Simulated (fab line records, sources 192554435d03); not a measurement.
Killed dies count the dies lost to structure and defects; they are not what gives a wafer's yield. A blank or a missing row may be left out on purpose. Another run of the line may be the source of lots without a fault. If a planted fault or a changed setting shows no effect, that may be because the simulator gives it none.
Split-lot trial / flow n5 finfet / 21 wafers read across 7 lots, on a route 1938 steps long

## SPLIT DETAILS
At N5_SDB_ALD_29 (deposits SiNx, target thk 30 nm, pulse time 1 s, ald cycles 600), the setting ald cycles was moved away from the recipe's 600 on 6 of the 21 wafers read, by -12.7% to +8.7%. For the rest of the wafers, this setting stayed at what the recipe calls for.

Reading taken at the split's own step.

## THE READING
SiNx_of_SDB_ALD_29.thk nm (the simulator's own value, which no gauge read), in nm, at N5_SDB_ALD_29 (deposits SiNx, target thk 30 nm, pulse time 1 s, ald cycles 600). There is no usual value for it anywhere in the file. Across the 15 wafers here that went through the recipe, the average is 29.9 nm and the standard deviation 0.12 nm.

wafer=L077.2; tool, chamber at the split=ald sin-01, 3; ald cycles as run=600; against the recipe=recipe; SiNx_of_SDB_ALD_29.thk nm, nm=29.8; against lot-mates on the recipe=-
wafer=L077.3; tool, chamber at the split=ald sin-01, 1; ald cycles as run=600; against the recipe=recipe; SiNx_of_SDB_ALD_29.thk nm, nm=30; against lot-mates on the recipe=-
wafer=L077.5; tool, chamber at the split=ald sin-01, 3; ald cycles as run=600; against the recipe=recipe; SiNx_of_SDB_ALD_29.thk nm, nm=29.6; against lot-mates on the recipe=-
wafer=L083.1; tool, chamber at the split=ald sin-01, 3,2,2; ald cycles as run=600; against the recipe=recipe; SiNx_of_SDB_ALD_29.thk nm, nm=30; against lot-mates on the recipe=-
wafer=L083.4; tool, chamber at the split=ald sin-01, 3,2,2; ald cycles as run=600; against the recipe=recipe; SiNx_of_SDB_ALD_29.thk nm, nm=30; against lot-mates on the recipe=-
wafer=L083.5; tool, chamber at the split=ald sin-01, 3,2,2; ald cycles as run=600; against the recipe=recipe; SiNx_of_SDB_ALD_29.thk nm, nm=30; against lot-mates on the recipe=-
wafer=L085.1; tool, chamber at the split=ald sin-01, 3,1; ald cycles as run=600; against the recipe=recipe; SiNx_of_SDB_ALD_29.thk nm, nm=29.8; against lot-mates on the recipe=-
wafer=L085.4; tool, chamber at the split=ald sin-01, 3,1; ald cycles as run=600; against the recipe=recipe; SiNx_of_SDB_ALD_29.thk nm, nm=29.8; against lot-mates on the recipe=-
wafer=L085.2; tool, chamber at the split=ald sin-01, 2; ald cycles as run=600; against the recipe=recipe; SiNx_of_SDB_ALD_29.thk nm, nm=30; against lot-mates on the recipe=-
wafer=L086.3; tool, chamber at the split=ald sin-03, 0,3; ald cycles as run=600; against the recipe=recipe; SiNx_of_SDB_ALD_29.thk nm, nm=30; against lot-mates on the recipe=-
wafer=L086.6; tool, chamber at the split=ald sin-03, 0,3; ald cycles as run=600; against the recipe=recipe; SiNx_of_SDB_ALD_29.thk nm, nm=30; against lot-mates on the recipe=-
wafer=L086.4; tool, chamber at the split=ald sin-03, 2; ald cycles as run=600; against the recipe=recipe; SiNx_of_SDB_ALD_29.thk nm, nm=29.8; against lot-mates on the recipe=-
wafer=L089.1; tool, chamber at the split=ald sin-01, 1; ald cycles as run=652; against the recipe=+8.7%; SiNx_of_SDB_ALD_29.thk nm, nm=32.4; against lot-mates on the recipe=+2.4
wafer=L089.5; tool, chamber at the split=ald sin-01, 1; ald cycles as run=600; against the recipe=recipe; SiNx_of_SDB_ALD_29.thk nm, nm=30; against lot-mates on the recipe=-
wafer=L089.6; tool, chamber at the split=ald sin-01, 2; ald cycles as run=652; against the recipe=+8.7%; SiNx_of_SDB_ALD_29.thk nm, nm=32.6; against lot-mates on the recipe=+2.6
wafer=L094.2; tool, chamber at the split=ald sin-03, 0; ald cycles as run=600; against the recipe=recipe; SiNx_of_SDB_ALD_29.thk nm, nm=30; against lot-mates on the recipe=-
wafer=L094.3; tool, chamber at the split=ald sin-03, 2; ald cycles as run=648; against the recipe=+8.0%; SiNx_of_SDB_ALD_29.thk nm, nm=32.4; against lot-mates on the recipe=+2.4
wafer=L094.4; tool, chamber at the split=ald sin-03, 1; ald cycles as run=648; against the recipe=+8.0%; SiNx_of_SDB_ALD_29.thk nm, nm=32.6; against lot-mates on the recipe=+2.6
wafer=L095.1; tool, chamber at the split=ald sin-04, 3; ald cycles as run=524; against the recipe=-12.7%; SiNx_of_SDB_ALD_29.thk nm, nm=26.4; against lot-mates on the recipe=-3.6
wafer=L095.2; tool, chamber at the split=ald sin-04, 1; ald cycles as run=524; against the recipe=-12.7%; SiNx_of_SDB_ALD_29.thk nm, nm=26.2; against lot-mates on the recipe=-3.8
wafer=L095.6; tool, chamber at the split=ald sin-04, 1; ald cycles as run=600; against the recipe=recipe; SiNx_of_SDB_ALD_29.thk nm, nm=30; against lot-mates on the recipe=-
Rows listing several chambers each stand for several wafers; the file does not say which wafer went through which chamber.

FIT RESULTS
A straight line over all 21 wafers: SiNx_of_SDB_ALD_29.thk nm changes by +0.296 nm for each +1% of ald cycles; r = +1.00; the points scatter about the line by 0.14 nm.
The same after taking each lot's own level away (the mean of its wafers on the recipe; 21 wafers): +0.295 nm for each +1%; r = +1.00; scatter 0.11 nm.
According to that fit, moving ald cycles by its largest amount changes the reading by 3.7 nm.
From 29.80 to 30.00 nm: that is the span of the lots' own levels, equal to 1.6 times the standard deviation above.
Hence the lot-to-lot level has little effect on the slope; both slopes agree.
Check: for one of the wafers moved furthest among these (-12.7%), held out of the fit, the line's prediction against its lot-mates is -3.8 nm. It came out at -3.6 nm against them.

## ADDITIONAL SPLITS CARRIED BY THESE WAFERS
Before the reading, these wafers also passed through other splits. Each is held against what the fit with the lots' levels taken away leaves over:
other split on the same wafers=N5_WELL_APT_COAT_02 spin rpm; wafers away from the commonest value=5; r with SiNx_of_SDB_ALD_29.thk nm (lot level and that fit taken away)=+0.27
other split on the same wafers=N5_FIN_CUT_ETCH_21 time s; wafers away from the commonest value=9; r with SiNx_of_SDB_ALD_29.thk nm (lot level and that fit taken away)=-0.27
other split on the same wafers=N5_SD_EPI_N_EPI_21 epi growth time s; wafers away from the commonest value=4; r with SiNx_of_SDB_ALD_29.thk nm (lot level and that fit taken away)=+0.03
other split on the same wafers=N5_SDB_COAT_03 spin rpm; wafers away from the commonest value=7; r with SiNx_of_SDB_ALD_29.thk nm (lot level and that fit taken away)=-0.20
other split on the same wafers=N5_SDB_COAT_05 spin rpm; wafers away from the commonest value=7; r with SiNx_of_SDB_ALD_29.thk nm (lot level and that fit taken away)=-0.09

## FILE'S OWN FIT
SiNx_of_SDB_ALD_29.thk nm changes by +0.296 nm for each +1% of ald cycles, r = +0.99.
